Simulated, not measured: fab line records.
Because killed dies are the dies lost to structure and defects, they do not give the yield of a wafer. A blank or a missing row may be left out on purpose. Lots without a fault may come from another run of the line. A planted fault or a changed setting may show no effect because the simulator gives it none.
Which tool did it?	flow nand_harc	6 lots, 17 wafers sampled, at 1 step of a route of 1159

WHAT THE GAUGES READ, wafer by wafer
NHARC_A_SLIT_INSPECT_11.
lot	measured	on	raw_defect_count
L537	day 14 13:26	defect_inspect-02	14 11 8
L540	day 14 22:46	defect_inspect-02	20 25 25
L543	day 16 05:06	defect_inspect-02	27 30 24
L549	day 17 05:54	defect_inspect-01	25 21
L551	day 18 03:07	defect_inspect-02	32 36 42
L557	day 19 08:32	defect_inspect-01	30 29 41

WHAT TOOL EACH LOT RAN ON (gives the tool, then ch and the chambers of the sampled wafers, and finally the start)
Before these readings, the record contains no process step.

THE ANSWER, worked out from the rows above alone
Rule: usual is defined by the lots themselves. Put in order of their means at a reading, lots are off if they are a third of the lots or fewer, leave a main group of 4 or more, and stand apart from it by a gap of 3 or more times the standard deviation of the main group's means; of several such gaps the widest counts. Not used: any main group whose means are identical at the precision the tables above print for the reading. Also off: a lot with no number at a reading for which 4 or more lots have one. Any other lot the step has rows for is counted as sound.
No lot is off on any of the readings shown, so nothing can be concluded from this.

WHAT THE SIMULATOR HAD PUT IN
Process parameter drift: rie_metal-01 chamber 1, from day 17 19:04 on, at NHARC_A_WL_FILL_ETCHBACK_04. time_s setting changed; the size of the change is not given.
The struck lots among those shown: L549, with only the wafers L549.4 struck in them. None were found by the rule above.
